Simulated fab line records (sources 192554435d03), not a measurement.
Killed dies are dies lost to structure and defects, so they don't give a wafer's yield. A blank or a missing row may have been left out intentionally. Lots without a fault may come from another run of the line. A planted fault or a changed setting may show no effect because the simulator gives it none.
Matching of chambers    flow n5_finfet    N5_BEOL_M6_ETCH_66 on rie_diel-05: 4 sister chambers
The step etches SOC in N2/H2, target depth 80 nm, overetch 16 nm, time 120 s. 33 wafers are shown with their chamber, then 12 later ones without.

## WAFERS, EACH WITH ITS CHAMBER
wafer   chamber  drypump_motor_current_A (A)  throttle_valve_pct (%)  showerhead_plenum_p_Torr (Torr)
L075.1  1        6.2                          18.11                   2.70
L075.4  0        5.7                          17.35                   2.65
L075.5  1        6.2                          18.11                   2.70
L077.2  0        5.7                          17.36                   2.65
L077.3  3        6.8                          17.46                   2.67
L077.6  1        6.2                          18.12                   2.70
L078.1  3        6.7                          17.49                   2.67
L078.4  0        5.7                          17.34                   2.65
L078.6  0        5.7                          17.33                   2.65
L080.1  0        5.7                          17.37                   2.64
L080.2  3        6.7                          17.51                   2.66
L080.3  2        5.8                          17.79                   2.57
L080.4  1        6.2                          18.13                   2.70
L080.5  3        6.7                          17.50                   2.66
L080.6  2        5.8                          17.78                   2.57
L083.1  1        6.2                          18.12                   2.70
L083.2  2        5.8                          17.78                   2.57
L083.3  3        6.7                          17.50                   2.66
L083.4  0        5.7                          17.38                   2.64
L083.5  1        6.2                          18.12                   2.70
L083.6  0        5.7                          17.38                   2.64
L085.2  2        5.8                          17.79                   2.57
L085.3  0        5.7                          17.37                   2.64
L085.6  2        5.8                          17.79                   2.57
L091.3  1        6.2                          18.16                   2.69
L091.4  1        6.2                          18.16                   2.69
L091.6  3        6.7                          17.53                   2.65
L090.2  3        6.7                          17.54                   2.65
L090.3  0        5.7                          17.40                   2.63
L090.6  3        6.7                          17.54                   2.65
L093.1  2        5.8                          17.82                   2.56
L093.3  3        6.7                          17.55                   2.65
L093.6  2        5.8                          17.83                   2.56

SIGNATURES, as means of the wafers listed above
reading                   chamber 0  chamber 1  chamber 2  chamber 3  scatter within a chamber
drypump_motor_current_A   5.700      6.200      5.800      6.711      0.0175
throttle_valve_pct        17.3644    18.1288    17.7971    17.5133    0.0234
showerhead_plenum_p_Torr  2.6433     2.6975     2.5671     2.6578     0.00656
Rule: a wafer's distance from a chamber is the root of the sum, over the readings, of the square of ((its reading less the chamber's mean) divided by the reading's scatter). The wafer belongs to the nearest chamber; if the next one is less than 2 further off, it can't be placed. The scatter is the square root of a quotient: the sum, over the shown wafers, of each reading's squared deviation from its chamber's mean, divided by wafers minus chambers.

## WAFERS WITH NO CHAMBER GIVEN
wafer   drypump_motor_current_A (A)  throttle_valve_pct (%)  showerhead_plenum_p_Torr (Torr)
L094.1  6.2                          18.18                   2.68
L094.3  5.7                          17.43                   2.63
L094.4  6.7                          17.55                   2.65
L095.1  6.2                          18.19                   2.68
L095.2  5.8                          17.82                   2.56
L095.3  6.7                          17.56                   2.65
L095.4  5.7                          17.42                   2.63
L095.5  6.2                          18.19                   2.68
L095.6  5.8                          17.83                   2.56
L097.2  5.7                          17.43                   2.63
L097.3  5.8                          17.85                   2.55
L097.6  5.8                          17.84                   2.55

## EACH ONE'S CHAMBER
wafer   from the rows above  in truth
L094.1  1                    1
L094.3  0                    0
L094.4  3                    3
L095.1  1                    1
L095.2  2                    2
L095.3  3                    3
L095.4  0                    0
L095.5  1                    1
L095.6  2                    2
L097.2  0                    0
L097.3  2                    2
L097.6  2                    2
Correctly placed: 12 of 12. From these rows, 0 cannot be placed. Placed wrongly: 0.
